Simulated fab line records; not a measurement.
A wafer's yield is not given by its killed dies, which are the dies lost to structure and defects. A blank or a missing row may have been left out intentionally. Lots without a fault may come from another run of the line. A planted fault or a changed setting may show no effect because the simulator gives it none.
Matching of chambers / flow nand_harc / pecvd-02 running NHARC_A_STAIRCASE_DEP_301: 3 sister chambers
The step deposits SiON, target thk 30 nm. 6 wafers are shown with their chamber, then 8 later ones without.

EACH WAFER AND ITS CHAMBER
wafer=L081.1; chamber=0; heater_power_w (W)=1022; heater_power_outer_w (W)=547
wafer=L086.1; chamber=0; heater_power_w (W)=1058; heater_power_outer_w (W)=601
wafer=L086.2; chamber=2; heater_power_w (W)=751; heater_power_outer_w (W)=500
wafer=L089.5; chamber=2; heater_power_w (W)=737; heater_power_outer_w (W)=474
wafer=L089.6; chamber=1; heater_power_w (W)=693; heater_power_outer_w (W)=377
wafer=L090.1; chamber=1; heater_power_w (W)=733; heater_power_outer_w (W)=391

WAFERS WHOSE CHAMBER IS MISSING
wafer=L090.3; heater_power_w (W)=1057; heater_power_outer_w (W)=593
wafer=L090.5; heater_power_w (W)=774; heater_power_outer_w (W)=497
wafer=L094.1; heater_power_w (W)=758; heater_power_outer_w (W)=429
wafer=L094.4; heater_power_w (W)=727; heater_power_outer_w (W)=454
wafer=L094.6; heater_power_w (W)=1094; heater_power_outer_w (W)=620
wafer=L096.1; heater_power_w (W)=1068; heater_power_outer_w (W)=612
wafer=L096.3; heater_power_w (W)=778; heater_power_outer_w (W)=443
wafer=L096.6; heater_power_w (W)=744; heater_power_outer_w (W)=460

CHAMBER TAKEN BY EACH
wafer=L090.3; from the rows above=0; in truth=0
wafer=L090.5; from the rows above=2; in truth=2
wafer=L094.1; from the rows above=can't be placed: 2 or 1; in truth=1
wafer=L094.4; from the rows above=can't be placed: 2 or 1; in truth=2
wafer=L094.6; from the rows above=0; in truth=0
wafer=L096.1; from the rows above=0; in truth=0
wafer=L096.3; from the rows above=can't be placed: 2 or 1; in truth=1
wafer=L096.6; from the rows above=2; in truth=2
5 of 8 placed correctly. Can't be placed from these rows: 3 (the true chamber is among the candidates in 3). Placed wrongly: 0.
How it was worked out, from the rows above alone: a wafer's distance from a chamber is the root of the sum, over the readings, of the square of ((its reading less the chamber's mean) divided by the reading's scatter). The wafer belongs to the nearest chamber; if the next one is less than 2 further off, it can't be placed. For every chamber, the mean is computed from those of its wafers that are shown. The scatter: the root of (the sum of the squares of (reading less its chamber's mean) over the shown wafers, divided by (wafers less chambers)).
